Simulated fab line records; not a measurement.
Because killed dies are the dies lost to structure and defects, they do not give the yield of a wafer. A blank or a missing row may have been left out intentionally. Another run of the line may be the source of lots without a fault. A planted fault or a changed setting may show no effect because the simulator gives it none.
Chamber matching / flow nandHarc / NHARC_P_BONDPAD_CMP_32 on cmp-04 has 4 sister chambers
The step polishes SiCN, target thk 200 nm. 16 wafers are shown with their chamber, then 8 later ones without.

== WAFERS, EACH WITH ITS CHAMBER ==
wafer=L074.1; chamber=3; motorCurrentA (A)=12.2
wafer=L074.4; chamber=2; motorCurrentA (A)=12.9
wafer=L074.5; chamber=0; motorCurrentA (A)=12.3
wafer=L076.3; chamber=1; motorCurrentA (A)=10.8
wafer=L076.4; chamber=3; motorCurrentA (A)=12.4
wafer=L076.5; chamber=2; motorCurrentA (A)=12.3
wafer=L078.1; chamber=1; motorCurrentA (A)=11.3
wafer=L078.2; chamber=3; motorCurrentA (A)=12.3
wafer=L078.6; chamber=1; motorCurrentA (A)=11.4
wafer=L079.2; chamber=0; motorCurrentA (A)=12.4
wafer=L079.4; chamber=3; motorCurrentA (A)=12.6
wafer=L079.6; chamber=2; motorCurrentA (A)=12.5
wafer=L080.1; chamber=0; motorCurrentA (A)=12.0
wafer=L080.2; chamber=3; motorCurrentA (A)=12.1
wafer=L080.6; chamber=0; motorCurrentA (A)=12.6
wafer=L083.1; chamber=0; motorCurrentA (A)=12.6

SIGNATURES (averages over the wafers above)
reading=motorCurrentA; chamber 0=12.380; chamber 1=11.167; chamber 2=12.567; chamber 3=12.320; scatter within a chamber=0.256
Rule: a wafer's distance from a chamber is the root of the sum, over the readings, of the square of ((its reading less the chamber's mean) divided by the reading's scatter). If the next closest chamber is less than 2 further off than the closest, the wafer can't be placed; otherwise it belongs to the closest. The scatter: take each reading less its chamber's mean, square it, sum over the shown wafers, divide by the number of wafers less the number of chambers, and take the root.

== WAFERS WHOSE CHAMBER IS MISSING ==
wafer=L083.3; motorCurrentA (A)=12.3
wafer=L083.5; motorCurrentA (A)=10.9
wafer=L094.1; motorCurrentA (A)=12.0
wafer=L094.2; motorCurrentA (A)=11.8
wafer=L094.5; motorCurrentA (A)=11.9
wafer=L096.1; motorCurrentA (A)=12.1
wafer=L096.3; motorCurrentA (A)=12.5
wafer=L096.5; motorCurrentA (A)=12.4

== CHAMBER TAKEN BY EACH ==
wafer=L083.3; from the rows above=can't be placed: 3 or 0 or 2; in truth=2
wafer=L083.5; from the rows above=1; in truth=1
wafer=L094.1; from the rows above=can't be placed: 3 or 0 or 2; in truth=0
wafer=L094.2; from the rows above=can't be placed: 3 or 0 or 1 or 2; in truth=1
wafer=L094.5; from the rows above=can't be placed: 3 or 0 or 2 or 1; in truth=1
wafer=L096.1; from the rows above=can't be placed: 3 or 0 or 2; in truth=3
wafer=L096.3; from the rows above=can't be placed: 2 or 0 or 3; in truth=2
wafer=L096.5; from the rows above=can't be placed: 0 or 3 or 2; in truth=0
Correct placement for 1 of the 8. Unplaceable from these rows: 7, with the true chamber sitting among the candidates in 7. 0 placed wrongly.
